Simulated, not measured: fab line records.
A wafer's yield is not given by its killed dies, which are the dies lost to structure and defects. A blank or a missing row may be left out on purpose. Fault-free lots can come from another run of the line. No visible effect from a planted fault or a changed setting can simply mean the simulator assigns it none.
Which tool is to blame? | flow n5Finfet | 11 lots with 32 wafers sampled at 2 steps, on a route of 1938 steps

== WHAT THE GAUGES SHOWED, per wafer ==
N5_FIN_CUT_OVL_MEAS_09. Usual: FIN_CUT_OVL gives -0.2 nm (standard deviation 0.74).
lot  | measured    | on         | FIN_CUT_OVL (nm) | flag
L740 | day 2 13:58 | overlay-01 | -1.7 0.3 0.6     | 
L741 | day 2 22:09 | overlay-01 | -1.1 -1.3 -1.1   | 
L742 | day 3 05:10 | overlay-02 | 0.8 0.8 1.8      | 
L743 | day 3 08:21 | overlay-02 | 0.5 -0.5 -0.7    | 
L744 | day 3 14:38 | overlay-01 | -0.9 -1.1 -1.3   | 
L745 | day 3 21:04 | overlay-01 | 0.5 0.6 1.0      | 
L753 | day 5 20:56 | overlay-02 | -0.2 -0.5        | 
L755 | day 6 22:43 | overlay-01 | 0.5 0.2 0.0      | 
L756 | day 6 22:55 | overlay-01 | -0.1 -1.4 -0.3   | 
L759 | day 7 20:13 | overlay-02 | 0.2 0.8 0.1      | 
L761 | day 7 23:35 | overlay-02 | 0.0 -0.3 0.5     | 

== TOOL THAT RAN EACH LOT (tool first, then ch and the chambers of the sampled wafers, then the start) ==
lot  | N5_FIN_SAQP_ETCH_64
L740 | rieSi-01 ch 2,3, day 2 13:14
L741 | rieSi-03 ch 1,2,3, day 2 21:25
L742 | rieSi-02 ch 0,1,2, day 3 04:34
L743 | rieSi-02 ch 0,2, day 3 07:37
L744 | rieSi-03 ch 0,2,3, day 3 14:01
L745 | rieSi-03 ch 0,1,2, day 3 20:20
L753 | rieSi-02 ch 1,3, day 5 20:17
L755 | rieSi-01 ch 1,2,3, day 6 11:00
L756 | rieSi-03 ch 0,1,2, day 6 13:59
L759 | rieSi-03 ch 0,3, day 7 19:37
L761 | rieSi-01 ch 1,2,3, day 7 22:59
- N5_FIN_SAQP_ETCH_64: etches SiO2 in CF4, target depth 1.5 nm.

== AS READ BY THE TOOLS THEMSELVES (means over the sampled wafers that have a number; for cases with no such wafer, the mark the record gives instead) ==
N5_FIN_SAQP_ETCH_64. Usual: cf4FlowSccm 80.00 sccm, standard deviation 0.23; drypumpMotorCurrentA 5.6 A, standard deviation 0.48; oesProductAu 0.997 a.u., standard deviation 0.021; throttleValvePct 21.90 %, standard deviation 0.23.
lot  | tool     | cf4FlowSccm (sccm) | drypumpMotorCurrentA (A) | oesProductAu (a.u.) | throttleValvePct (%) | flag
L740 | rieSi-01 | 79.78              | 6.2                      | 0.998               | 21.78                | 
L741 | rieSi-03 | 80.08              | 5.2                      | 1.003               | 21.88                | 
L742 | rieSi-02 | 80.17              | 5.4                      | 1.009               | 22.13                | 
L743 | rieSi-02 | 80.06              | 5.1                      | 1.016               | 22.15                | 
L744 | rieSi-03 | 79.89              | 5.4                      | 1.008               | 21.73                | 
L745 | rieSi-03 | 79.90              | 5.6                      | 0.983               | 21.81                | 
L753 | rieSi-02 | 80.16              | 5.7                      | 0.969               | 21.85                | 
L755 | rieSi-01 | 80.29              | 6.3                      | 1.004               | 21.87                | 
L756 | rieSi-03 | 80.03              | 5.6                      | 0.990               | 21.81                | 
L759 | rieSi-03 | 79.95              | 5.6                      | 0.994               | 21.73                | 
L761 | rieSi-01 | 80.02              | 6.3                      | 1.008               | 21.87                | 

== THE ANSWER, worked out from the rows above alone ==
Rule: take the mean of a lot's wafers that have a number; if it is more than 3 standard deviations from the usual mean, the lot is off. Also off: a lot with no number at a reading for which 4 or more lots have one. Any other lot the step has rows for is counted as sound. After the gauges, taken in route order, come the tools' own readings; for these a lot's mean is taken, as printed above. The first step at which some lot is off is used, and at that step the reading that is off furthest; a lot without a number counts as furthest.
No lot is off at any reading shown: from this, nothing can be told.

== WHAT THE SIMULATOR PUT IN ==
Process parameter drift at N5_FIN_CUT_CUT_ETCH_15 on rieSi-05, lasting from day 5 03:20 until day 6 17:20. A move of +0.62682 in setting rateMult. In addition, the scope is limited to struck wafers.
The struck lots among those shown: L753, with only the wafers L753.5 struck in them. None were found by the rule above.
